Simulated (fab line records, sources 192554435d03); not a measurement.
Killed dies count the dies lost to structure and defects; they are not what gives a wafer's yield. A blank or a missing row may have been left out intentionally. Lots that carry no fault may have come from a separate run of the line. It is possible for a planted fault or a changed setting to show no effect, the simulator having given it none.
A single fault, viewed from 2 desks    flow n5Finfet    only its own numbers are on each desk; what lay behind them is given at the end

## METROLOGY DESK
What the gauges read, lot by lot, whatever tool the lot ran on: means of the sampled wafers that have a number. Any lot whose mean is over 4 standard deviations away from the usual mean is out of limits and marked OUT; that distance is given in the brackets.
Columns: A = trenchDepthNm at N5_BEOL_M10_OCD_MEAS_38, usual 148.6 nm; B = cdNm at N5_BEOL_M10_CD_MEAS_35, usual 70.2 nm; C = M10_THK at N5_BEOL_M10_THK_MEAS_53, usual 143 nm
lot   first seen here  A      B     C
L861  day 10 15:27     149.9  71.2  144
L863  day 11 07:14     150.4  69.9  146
L871  day 13 09:07     148.3  70.6  143
L873  day 13 20:24     146.7  70.2  141
L875  day 15 01:52     149.6  69.6  144
L876  day 15 03:28     153.7  70.3  148
This desk found nothing out of limits on any of the 6 lots.

## THE TOOL OWNER'S DESK: aldMetal-01
The tool's own readings at N5_BEOL_M10_ALD_74 (deposits TaN, target thk 2 nm, pulse time 2 s, purge time 3 s): means of the sampled wafers that have a number, for each lot that ran on this tool. Any lot whose mean is over 4 standard deviations away from the usual mean is out of limits and marked OUT; that distance is given in the brackets.
Columns: A = heaterPowerW at N5_BEOL_M10_ALD_74, usual 416 W; B = precursorVesselTempC at N5_BEOL_M10_ALD_74, usual 74.99 C
lot   first seen here  A    B
L863  day 11 08:13     389  75.08
L871  day 13 09:58     447  75.14
L873  day 13 23:17     429  75.01
This desk found nothing out of limits on any of the 3 lots.

## BROUGHT TOGETHER
Nothing out of limits was seen by the metrology desk.
The tool owner's desk saw nothing out of limits.

## WHAT THE SIMULATOR PUT IN
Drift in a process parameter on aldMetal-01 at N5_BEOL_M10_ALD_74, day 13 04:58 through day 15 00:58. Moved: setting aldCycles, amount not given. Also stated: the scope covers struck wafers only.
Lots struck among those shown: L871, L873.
